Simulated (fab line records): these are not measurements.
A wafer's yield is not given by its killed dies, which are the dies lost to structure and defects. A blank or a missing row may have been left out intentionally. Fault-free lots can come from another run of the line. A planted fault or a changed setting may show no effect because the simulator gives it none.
What tool caused it?	flow n5Finfet	14 lots, 41 wafers sampled, at 4 steps of a route of 1938

== WHAT EACH GAUGE READ, for each wafer ==
No reading from a measuring or inspecting step in the record can be judged against a usual standard deviation.

== TOOL THAT RAN EACH LOT (tool first, then ch and the chambers of the sampled wafers, then the start) ==
lot	N5_BEOL_M14_TRENCH_ETCH_34	N5_BEOL_M15_PEB_08	N5_BEOL_M15_STRIP_63	N5_BEOL_M15_STRIP_64
L606	rieDiel-03 ch 0,1, day 11 12:50	lithoTrack-05 ch 0, day 11 16:04	rieDiel-01 ch 1,3, no start	rieDiel-01 ch 1,3, no start
L607	rieDiel-03 ch 0,3, day 12 01:15	lithoTrack-05 ch 0, day 12 04:16	rieDiel-06 ch 1,2, no start	rieDiel-06 ch 1,2, no start
L608	rieDiel-03 ch 0,1, day 12 02:56	lithoTrack-05 ch 0, day 12 07:47	rieDiel-02 ch 1,2, no start	rieDiel-02 ch 1,2, no start
L609	rieDiel-04 ch 0,2,3, day 12 09:49	lithoTrack-01 ch 0, day 12 15:57	rieDiel-02 ch 0,1,2, no start	rieDiel-02 ch 0,1,2, no start
L610	rieDiel-05 ch 0,1,3, day 12 10:25	lithoTrack-02 ch 0, day 12 16:12	rieDiel-02 ch 0,1, no start	rieDiel-02 ch 0,1, no start
L612	rieDiel-04 ch 1,2, day 13 00:05	lithoTrack-05 ch 0, day 13 07:14	rieDiel-02 ch 1,2,3, no start	rieDiel-02 ch 1,2,3, no start
L611	rieDiel-05 ch 1,2, day 13 05:51	lithoTrack-02 ch 0, day 13 10:09	rieDiel-02 ch 1,2, no start	rieDiel-02 ch 1,2, no start
L613	rieDiel-04 ch 0,1,2, day 13 12:54	lithoTrack-05 ch 0, day 13 16:08	rieDiel-06 ch 0,1,2, no start	rieDiel-06 ch 0,1,2, no start
L619	rieDiel-03 ch 0,3, day 14 20:41	lithoTrack-02, day 15 02:07	rieDiel-02 ch 0,2, no start	rieDiel-02 ch 0,2, no start
L620	rieDiel-03 ch 0,2,3, day 15 09:04	lithoTrack-02, day 15 12:07	rieDiel-06 ch 0,2, no start	rieDiel-06 ch 0,2, no start
L623	rieDiel-05 ch 0,2,3, day 16 06:13	lithoTrack-02 ch 0, day 16 09:40	rieDiel-06 ch 1,3, no start	rieDiel-06 ch 1,3, no start
L627	rieDiel-03 ch 1,2,3, day 17 01:02	lithoTrack-05 ch 0, day 17 03:49	rieDiel-01 ch 0,1,2, no start	rieDiel-01 ch 0,1,2, no start
L625	rieDiel-05 ch 0,2,3, day 17 12:17	lithoTrack-05 ch 0, day 17 15:46	rieDiel-06 ch 0,2, no start	rieDiel-06 ch 0,2, no start
L626	rieDiel-03 ch 1,3, day 17 14:55	lithoTrack-05 ch 0, day 17 19:05	rieDiel-01 ch 1,2, no start	rieDiel-01 ch 1,2, no start
- N5_BEOL_M14_TRENCH_ETCH_34: etches SiO2 in C4F8/O2/Ar, target depth 556.65 nm, time 126.9 s.
- N5_BEOL_M15_PEB_08: peb time 90 s.
- N5_BEOL_M15_STRIP_63: strips in O2.
- N5_BEOL_M15_STRIP_64: strips in O2.

== WHAT THE TOOLS THEMSELVES READ (means of the sampled wafers that have a number; where no wafer has one, the mark that the record gives instead) ==
N5_BEOL_M14_TRENCH_ETCH_34. Usual: drypumpMotorCurrentA 5.8 A, standard deviation 0.36; oesProductAu 0.82 a.u., standard deviation 0.086; rfVppV 2228 V, standard deviation 40; showerheadPlenumPTorr 3.47 Torr, standard deviation 0.12; throttleValvePct 30.78 %, standard deviation 0.28.
lot	tool	drypumpMotorCurrentA (A)	oesProductAu (a.u.)	rfVppV (V)	showerheadPlenumPTorr (Torr)	throttleValvePct (%)	flag
L606	rieDiel-03	5.8	0.72	2260	3.50	30.52	
L607	rieDiel-03	5.7	0.73	2229	3.47	30.56	
L608	rieDiel-03	5.8	0.76	2252	3.47	30.67	
L609	rieDiel-04	5.9	0.84	2232	3.43	31.05	
L610	rieDiel-05	6.0	0.71	2242	3.40	30.78	
L612	rieDiel-04	5.9	0.77	2249	3.39	30.78	
L611	rieDiel-05	5.3	0.78	2214	3.51	30.69	
L613	rieDiel-04	6.0	0.79	2228	3.41	31.05	
L619	rieDiel-03	5.7	0.89	2227	3.46	30.52	
L620	rieDiel-03	5.7	0.87	2202	3.50	30.62	
L623	rieDiel-05	5.8	0.83	2228	3.52	30.77	
L627	rieDiel-03	5.7	0.82	2193	3.47	30.81	
L625	rieDiel-05	5.8	0.81	2227	3.51	30.78	
L626	rieDiel-03	5.7	0.79	2192	3.38	30.91	

N5_BEOL_M15_PEB_08. Usual: chillPlateTempC 22.99 C, standard deviation 0.11; exhaustPa 45.0 Pa, standard deviation 0.92; resistLineTempC 23.00 C, standard deviation 0.11.
lot	tool	chillPlateTempC (C)	exhaustPa (Pa)	resistLineTempC (C)	flag
L606	lithoTrack-05	22.98	44.6	22.96	
L607	lithoTrack-05	22.96	45.5	23.09	
L608	lithoTrack-05	22.89	44.6	23.14	
L609	lithoTrack-01	22.88	43.4	22.86	
L610	lithoTrack-02	23.03	45.7	22.95	
L612	lithoTrack-05	23.05	44.3	23.05	
L611	lithoTrack-02	22.85	45.2	22.97	
L613	lithoTrack-05	22.94	43.8	22.94	
L619	lithoTrack-02	-	-	-	OFF
L620	lithoTrack-02	-	-	-	OFF
L623	lithoTrack-02	22.96	44.8	23.05	
L627	lithoTrack-05	23.08	45.9	22.99	
L625	lithoTrack-05	23.00	45.1	23.13	
L626	lithoTrack-05	23.09	44.2	23.05	

N5_BEOL_M15_STRIP_63. Usual: drypumpMotorCurrentA 5.7 A, standard deviation 0.37; oesProductAu 0.80 a.u., standard deviation 0.09; rfVppV 3.7 V, standard deviation 0.76; showerheadPlenumPTorr 2.11 Torr, standard deviation 0.068; throttleValvePct 16.65 %, standard deviation 0.22.
lot	tool	drypumpMotorCurrentA (A)	oesProductAu (a.u.)	rfVppV (V)	showerheadPlenumPTorr (Torr)	throttleValvePct (%)	flag
L606	rieDiel-01	6.1	0.82	4.0	2.15	16.63	
L607	rieDiel-06	5.3	0.86	3.2	2.10	16.51	
L608	rieDiel-02	5.4	0.72	4.0	2.05	16.61	
L609	rieDiel-02	5.6	0.79	3.5	2.13	16.71	
L610	rieDiel-02	5.7	0.86	3.6	2.15	16.68	
L612	rieDiel-02	5.8	0.79	4.3	2.08	16.61	
L611	rieDiel-02	5.6	0.70	3.8	2.11	16.77	
L613	rieDiel-06	5.5	0.83	3.2	2.10	16.61	
L619	rieDiel-02	5.8	0.75	3.9	2.17	16.89	
L620	rieDiel-06	5.7	0.80	3.8	2.09	16.72	
L623	rieDiel-06	5.5	0.85	4.2	2.08	16.42	
L627	rieDiel-01	5.8	0.75	3.8	2.07	16.69	
L625	rieDiel-06	5.4	0.92	3.5	2.11	16.52	
L626	rieDiel-01	6.0	0.75	3.0	2.04	16.52	

N5_BEOL_M15_STRIP_64. Usual: drypumpMotorCurrentA 5.7 A, standard deviation 0.36; oesProductAu 0.80 a.u., standard deviation 0.092; rfVppV 3.7 V, standard deviation 0.46; showerheadPlenumPTorr 2.11 Torr, standard deviation 0.068; throttleValvePct 16.65 %, standard deviation 0.22.
lot	tool	drypumpMotorCurrentA (A)	oesProductAu (a.u.)	rfVppV (V)	showerheadPlenumPTorr (Torr)	throttleValvePct (%)	flag
L606	rieDiel-01	6.1	0.81	3.8	2.15	16.62	
L607	rieDiel-06	5.4	0.87	3.4	2.10	16.52	
L608	rieDiel-02	5.4	0.72	3.5	2.05	16.61	
L609	rieDiel-02	5.6	0.79	4.0	2.13	16.72	
L610	rieDiel-02	5.7	0.86	4.2	2.15	16.68	
L612	rieDiel-02	5.8	0.78	3.8	2.08	16.61	
L611	rieDiel-02	5.6	0.70	4.0	2.11	16.77	
L613	rieDiel-06	5.5	0.83	3.3	2.10	16.62	
L619	rieDiel-02	5.8	0.75	4.1	2.17	16.89	
L620	rieDiel-06	5.7	0.81	3.8	2.09	16.71	
L623	rieDiel-06	5.5	0.86	3.4	2.08	16.42	
L627	rieDiel-01	5.8	0.75	3.8	2.07	16.69	
L625	rieDiel-06	5.4	0.92	3.7	2.11	16.51	
L626	rieDiel-01	6.0	0.75	3.8	2.04	16.52	

== THE ANSWER, worked out from the rows above alone ==
Rule: a lot is off if the mean of its wafers that have a number lies more than 3 standard deviations from the usual mean. Also off: a lot with no number at a reading for which 4 or more lots have one. The other lots that the step has rows for count as sound. Order of review: gauges by route order, followed by the tools' own readings, for which a lot's mean as printed above is used. At the first step where some lot is off, the reading lying furthest off is the one used; lots without a number count as furthest.
Off at N5_BEOL_M15_PEB_08 (chillPlateTempC): L619, L620. Without a number there: L619, L620.
A tool fits if, at that step or a process step before it, it ran every lot that is off, and no sound lot after the first of them. Not one of the candidates tried fits.

== WHAT THE SIMULATOR HAD PUT IN ==
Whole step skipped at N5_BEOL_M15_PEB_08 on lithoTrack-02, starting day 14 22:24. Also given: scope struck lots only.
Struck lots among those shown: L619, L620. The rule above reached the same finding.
